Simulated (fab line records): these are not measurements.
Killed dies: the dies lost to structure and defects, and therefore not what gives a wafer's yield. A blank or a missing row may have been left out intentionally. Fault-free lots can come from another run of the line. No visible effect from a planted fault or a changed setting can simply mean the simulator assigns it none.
Which tool was responsible? | flow n5Finfet | 6 lots, 18 wafers sampled, at 8 steps of a route of 1938

## WHAT EACH GAUGE READ, for each wafer
N5_BEOL_M6_OCD_MEAS_38.
lot  | measured     | on     | trenchDepthNm (nm)
L682 | day 10 18:23 | ocd-02 | 93.5 92.7 93.2
L681 | day 10 18:26 | ocd-01 | 90.7 90.3 90.9
L687 | day 11 19:37 | ocd-01 | 92.0 91.7 93.3
L688 | day 12 05:07 | ocd-01 | 94.6 92.8 93.4
L689 | day 12 11:43 | ocd-01 | 62.8 63.3 66.7
L694 | day 14 10:12 | ocd-01 | 66.1 65.2 66.9

N5_BEOL_M6_THK_MEAS_53: measures by xrf.
lot  | measured     | on           | M6_THK (nm)
L682 | day 10 21:23 | filmMetro-01 | 76.5 76.1 77.2
L681 | day 10 21:26 | filmMetro-01 | 75.7 77.1 74.5
L687 | day 11 22:16 | filmMetro-01 | 78.2 76.4 80.1
L688 | day 12 07:38 | filmMetro-02 | 80.4 74.3 76.7
L689 | day 12 14:38 | filmMetro-01 | 48.2 50.0 51.5
L694 | day 14 12:50 | filmMetro-01 | 49.3 51.9 52.9

N5_BEOL_M6_RS_MEAS_57: measurement is done with a four-point probe.
lot  | measured     | on           | M6_RS (ohm/sq)
L682 | day 10 21:31 | filmMetro-01 | 0.302 0.302 0.298
L681 | day 10 21:34 | filmMetro-01 | 0.305 0.298 0.310
L687 | day 11 22:24 | filmMetro-02 | 0.294 0.304 0.287
L688 | day 12 07:46 | filmMetro-02 | 0.280 0.306 0.292
L689 | day 12 14:46 | filmMetro-01 | 0.536 0.506 0.491
L694 | day 14 12:58 | filmMetro-01 | 0.510 0.478 0.469

N5_BEOL_M15_RC_MEAS_101.
lot  | measured     | on        | COMB_M10 (S/m)             | COMB_M11 (S/m)          | COMB_M12 (S/m)          | COMB_M13 (S/m)          | COMB_M13_max_site (S/m) | COMB_M14 (S/m)          | COMB_M15 (S/m)          | COMB_M5 (S/m)           | COMB_M7 (S/m)           | COMB_M8 (S/m)           | COMB_M9 (S/m)              | SERP_M10 (ohm/um) | SERP_M11 (ohm/um) | SERP_M12 (ohm/um) | SERP_M13 (ohm/um) | SERP_M14 (ohm/um) | SERP_M5 (ohm/um) | SERP_M6 (ohm/um) | SERP_M6_max_site (ohm/um) | SERP_M7 (ohm/um) | SERP_M8 (ohm/um) | SERP_M9 (ohm/um)
L682 | day 13 20:48 | prober-02 | 1.17e-11 1.35e-11 1.8e-11  | 1.6e-11 1.2e-11 1.6e-11 | 4.6e-12 5.1e-12 5.3e-12 | 4.5e-12 5.6e-12 5.3e-12 | 7.5e-12 6.9e-12 6.9e-12 | 4.9e-12 4e-12 4.2e-12   | 3.4e-12 3.4e-12 3.1e-12 | 3.5e-11 3.3e-11 4e-11   | 2.8e-11 1.7e-11 1.8e-11 | 1.8e-11 2.2e-11 3.2e-11 | 9.8e-12 1.34e-11 1.52e-11  | 2.88 3.00 2.96    | 3.05 3.12 2.92    | 0.649 0.674 0.647 | 0.304 0.297 0.306 | 0.155 0.161 0.171 | 45.3 38.1 45.3   | 14.3 14.3 14.3   | 15.1 14.8 14.8            | 14.9 14.8 16.5   | 13.8 13.2 13.7   | 3.16 3.10 3.15
L681 | day 13 14:19 | prober-01 | 1.35e-11 1.79e-11 1.09e-11 | 1.3e-11 1.3e-11 1.2e-11 | 4.9e-12 6.6e-12 5.5e-12 | 3.8e-12 2.4e-12 3.8e-12 | 4.9e-12 4.5e-12 5.5e-12 | 2.9e-12 3.6e-12 2.6e-12 | 1.7e-12 1.6e-12 2.2e-12 | 3.7e-11 3.9e-11 4e-11   | 2.7e-11 2.4e-11 2.3e-11 | 2.7e-11 2e-11 2.1e-11   | 1.04e-11 1.48e-11 1.5e-11  | 3.02 3.04 3.05    | 3.09 3.22 3.06    | 0.642 0.642 0.661 | 0.322 0.311 0.327 | 0.175 0.171 0.157 | 34.6 38.5 34.1   | 14.7 14.0 14.2   | 15.8 14.6 15.2            | 14.3 14.1 14.2   | 13.7 14.2 14.1   | 3.21 2.98 3.00
L687 | day 14 14:37 | prober-01 | 1.4e-11 1.21e-11 1.78e-11  | 1.8e-11 1.5e-11 1.1e-11 | 5.4e-12 6.2e-12 6.5e-12 | 2.5e-12 3.2e-12 5.2e-12 | 3.7e-12 5.6e-12 6.2e-12 | 2.3e-12 2.5e-12 2.6e-12 | 2.3e-12 1.6e-12 1.4e-12 | 3.2e-11 3.4e-11 3.8e-11 | 2.6e-11 2.4e-11 2.7e-11 | 1.8e-11 3.2e-11 2.3e-11 | 1.16e-11 1.29e-11 1.18e-11 | 3.22 2.94 3.08    | 3.04 3.14 3.04    | 0.617 0.644 0.602 | 0.322 0.304 0.308 | 0.151 0.160 0.156 | 37.2 35.7 34.6   | 13.6 15.4 13.5   | 14.3 15.7 14.1            | 12.9 13.0 14.6   | 13.4 14.2 13.6   | 3.16 2.81 3.03
L688 | day 14 22:21 | prober-02 | 2.26e-11 1.38e-11 1.82e-11 | 1.6e-11 1.2e-11 2.5e-11 | 6.5e-12 5.5e-12 5.6e-12 | 5.7e-12 7e-12 5e-12     | 6.9e-12 9.6e-12 7.9e-12 | 3.9e-12 4e-12 4.1e-12   | 2.9e-12 3.4e-12 2.9e-12 | 2.4e-11 4e-11 3.8e-11   | 3.1e-11 2.3e-11 2.6e-11 | 3.6e-11 3.1e-11 3.3e-11 | 1.28e-11 1.1e-11 1.42e-11  | 3.12 3.21 3.06    | 3.27 3.15 3.00    | 0.670 0.643 0.654 | 0.308 0.316 0.322 | 0.169 0.157 0.160 | 44.2 38.7 35.4   | 12.5 16.6 13.7   | 12.6 17.4 14.0            | 13.7 11.6 13.0   | 13.8 13.2 13.8   | 3.30 3.01 3.09
L689 | day 15 11:43 | prober-02 | 1.43e-11 1.26e-11 1.25e-11 | 9e-12 1.7e-11 1.4e-11   | 7.8e-12 8.4e-12 6.6e-12 | 4.1e-12 3.9e-12 4.6e-12 | 4.7e-12 5.2e-12 6.4e-12 | 2.8e-12 4e-12 3.4e-12   | 4.1e-12 3.9e-12 2.5e-12 | 3.1e-11 3.7e-11 6.1e-11 | 3.5e-11 2.8e-11 3.3e-11 | 2.3e-11 1.9e-11 2.2e-11 | 1.83e-11 1.63e-11 1.3e-11  | 3.15 2.98 2.97    | 3.14 3.14 2.94    | 0.634 0.627 0.630 | 0.311 0.309 0.315 | 0.171 0.153 0.155 | 36.7 37.0 37.9   | 24.6 25.1 23.7   | 26.5 26.0 25.8            | 13.5 14.6 14.0   | 13.9 13.9 13.7   | 3.02 3.24 3.02
L694 | day 17 08:35 | prober-01 | 1.06e-11 1.66e-11 1.28e-11 | 1.9e-11 1.3e-11 1.2e-11 | 5.1e-12 5.2e-12 4.2e-12 | 3.5e-12 3.3e-12 4.9e-12 | 7.9e-12 6e-12 8.5e-12   | 3.6e-12 1.9e-12 3e-12   | 1.3e-12 9e-13 1.1e-12   | 4.8e-11 3.3e-11 2.5e-11 | 2.6e-11 2.8e-11 3e-11   | 3.4e-11 2.3e-11 2.6e-11 | 1.29e-11 1.58e-11 1.44e-11 | 2.99 2.91 2.92    | 3.23 3.10 2.99    | 0.594 0.664 0.668 | 0.316 0.295 0.305 | 0.165 0.159 0.174 | 34.3 41.8 37.1   | 22.7 23.8 22.4   | 24.0 25.6 23.6            | 14.3 15.7 14.5   | 14.6 15.3 14.4   | 3.17 3.04 3.15

## TOOL THAT RAN EACH LOT (tool first, then ch and the chambers of the sampled wafers, then the start)
lot  | N5_BEOL_M6_ETCH_72                | N5_BEOL_M6_VIA_ETCH_34            | N5_BEOL_M6_STRIP_36               | N5_BEOL_M6_TRENCH_ETCH_37
L682 | rieDiel-02 ch 1,2, day 10 17:59   | rieDiel-02 ch 1,2, day 10 18:08   | rieDiel-02 ch 1,2, day 10 18:11   | rieDiel-02 ch 1,2, day 10 18:13
L681 | rieDiel-05 ch 1,3, day 10 18:02   | rieDiel-05 ch 1,3, day 10 18:11   | rieDiel-05 ch 1,3, day 10 18:14   | rieDiel-05 ch 1,3, day 10 18:17
L687 | rieDiel-02 ch 0,1, day 11 19:13   | rieDiel-02 ch 0,1, day 11 19:22   | rieDiel-02 ch 0,1, day 11 19:25   | rieDiel-02 ch 0,1, day 11 19:28
L688 | rieDiel-02 ch 0,1,2, day 12 04:44 | rieDiel-02 ch 0,1,2, day 12 04:52 | rieDiel-02 ch 0,1,2, day 12 04:56 | rieDiel-02 ch 0,1,2, day 12 04:58
L689 | rieDiel-05 ch 0,1,2, day 12 11:19 | rieDiel-05 ch 0,1,2, day 12 11:28 | rieDiel-05 ch 0,1,2, day 12 11:31 | rieDiel-05 ch 0,1,2, day 12 11:33
L694 | rieDiel-01 ch 0,2,3, day 14 09:49 | rieDiel-01 ch 0,2,3, day 14 09:57 | rieDiel-01 ch 0,2,3, day 14 10:00 | rieDiel-01 ch 0,2,3, day 14 10:02
- N5_BEOL_M6_ETCH_72: etches underlayer in N2/H2, target depth 6.5 nm, time 5.2 s.
- N5_BEOL_M6_VIA_ETCH_34: etches SiCOH lowk in C4F6/O2, target depth 126.3 nm, time 50.9 s.
- N5_BEOL_M6_STRIP_36: strips in N2/H2.
- N5_BEOL_M6_TRENCH_ETCH_37: etches SiCOH lowk in C4F6/O2, target depth 94.435 nm, time 31.5 s.

## AS READ BY THE TOOLS THEMSELVES (means over the sampled wafers that have a number; for cases with no such wafer, the mark the record gives instead)
N5_BEOL_M6_ETCH_72.
lot  | tool       | drypumpMotorCurrentA (A) | etchRfOnTimeS (s) | oesProductAu (a.u.) | rfVppV (V) | showerheadPlenumPTorr (Torr) | throttleValvePct (%)
L682 | rieDiel-02 | 5.8                      | 5.35              | 0.63                | 522.2      | 2.50                         | 18.1
L681 | rieDiel-05 | 5.1                      | 5.42              | 0.56                | 526.5      | 2.61                         | 18.2
L687 | rieDiel-02 | 5.6                      | 5.39              | 0.60                | 520.6      | 2.48                         | 18.3
L688 | rieDiel-02 | 5.7                      | 5.33              | 0.61                | 521.8      | 2.52                         | 18.2
L689 | rieDiel-05 | 5.7                      | 5.37              | 0.59                | 523.1      | 2.51                         | 18.0
L694 | rieDiel-01 | 5.9                      | 5.14              | 0.66                | 525.4      | 2.61                         | 18.1

N5_BEOL_M6_VIA_ETCH_34.
lot  | tool       | drypumpMotorCurrentA (A) | oesProductAu (a.u.) | rfVppV (V) | runLengthS (s) | showerheadPlenumPTorr (Torr) | throttleValvePct (%)
L682 | rieDiel-02 | 5.8                      | 0.74                | 687        | 73.9           | 2.77                         | 20.87
L681 | rieDiel-05 | 5.1                      | 0.66                | 678        | 74.0           | 2.93                         | 21.26
L687 | rieDiel-02 | 5.7                      | 0.71                | 667        | 74.0           | 2.74                         | 20.97
L688 | rieDiel-02 | 5.6                      | 0.73                | 669        | 73.9           | 2.80                         | 21.04
L689 | rieDiel-05 | 5.7                      | 0.68                | 667        | 74.3           | 2.82                         | 21.17
L694 | rieDiel-01 | 5.9                      | 0.78                | 659        | 74.3           | 2.91                         | 21.14

N5_BEOL_M6_STRIP_36.
lot  | tool       | drypumpMotorCurrentA (A) | oesProductAu (a.u.) | powerW (W) | rfVppV (V) | showerheadPlenumPTorr (Torr) | throttleValvePct (%)
L682 | rieDiel-02 | 5.9                      | 0.76                | 449.3      | 59.7       | 2.50                         | 23.9
L681 | rieDiel-05 | 5.1                      | 0.67                | 450.5      | 57.6       | 2.61                         | 24.0
L687 | rieDiel-02 | 5.7                      | 0.72                | 450.1      | 58.8       | 2.48                         | 24.2
L688 | rieDiel-02 | 5.6                      | 0.75                | 449.8      | 59.2       | 2.51                         | 24.1
L689 | rieDiel-05 | 5.7                      | 0.69                | 450.6      | 59.0       | 2.50                         | 23.7
L694 | rieDiel-01 | 5.9                      | 0.77                | 449.9      | 60.0       | 2.61                         | 24.0

N5_BEOL_M6_TRENCH_ETCH_37.
lot  | tool       | drypumpMotorCurrentA (A) | oesProductAu (a.u.) | rfVppV (V) | runLengthS (s) | showerheadPlenumPTorr (Torr) | throttleValvePct (%)
L682 | rieDiel-02 | 5.8                      | 0.74                | 687        | 54.3           | 2.77                         | 20.90
L681 | rieDiel-05 | 5.0                      | 0.66                | 680        | 54.7           | 2.93                         | 21.29
L687 | rieDiel-02 | 5.6                      | 0.71                | 667        | 54.4           | 2.74                         | 20.98
L688 | rieDiel-02 | 5.6                      | 0.73                | 668        | 54.5           | 2.80                         | 21.08
L689 | rieDiel-05 | 5.7                      | 0.68                | 667        | 48.5           | 2.82                         | 21.19
L694 | rieDiel-01 | 5.9                      | 0.78                | 658        | 48.3           | 2.91                         | 21.18

## THE ANSWER, worked out from the rows above alone
Rule: what is usual is taken from the lots themselves. Put in order of their means at a reading, lots are off if they are a third of the lots or fewer, leave a main group of 4 or more, and stand apart from it by a gap of 3 or more times the standard deviation of the main group's means; of several such gaps the widest counts. If all means in a main group match to the digits the tables above print for the reading, that group is not used. Also off: a lot with no number at a reading for which 4 or more lots have one. Any other lot the step has rows for is counted as sound. First the gauges in route order, then the tools' own readings, where a lot's mean is used as printed above. At the first step where some lot is off, the reading lying furthest off is the one used; lots without a number count as furthest.
Off: L689, L694 (N5_BEOL_M6_OCD_MEAS_38, trenchDepthNm). For the main group the mean is 92.4 nm and the standard deviation 1.1.
If a tool, at a process step before that reading, ran all the lots that are off and no sound lot after the first of them, it fits. Not tried: the gauges at N5_BEOL_M6_OCD_MEAS_38; whatever is off there is also off at N5_BEOL_M6_THK_MEAS_53, on other tools, and gauge error can't account for it. None of those tried fits.

## WHAT HAD BEEN PUT IN BY THE SIMULATOR
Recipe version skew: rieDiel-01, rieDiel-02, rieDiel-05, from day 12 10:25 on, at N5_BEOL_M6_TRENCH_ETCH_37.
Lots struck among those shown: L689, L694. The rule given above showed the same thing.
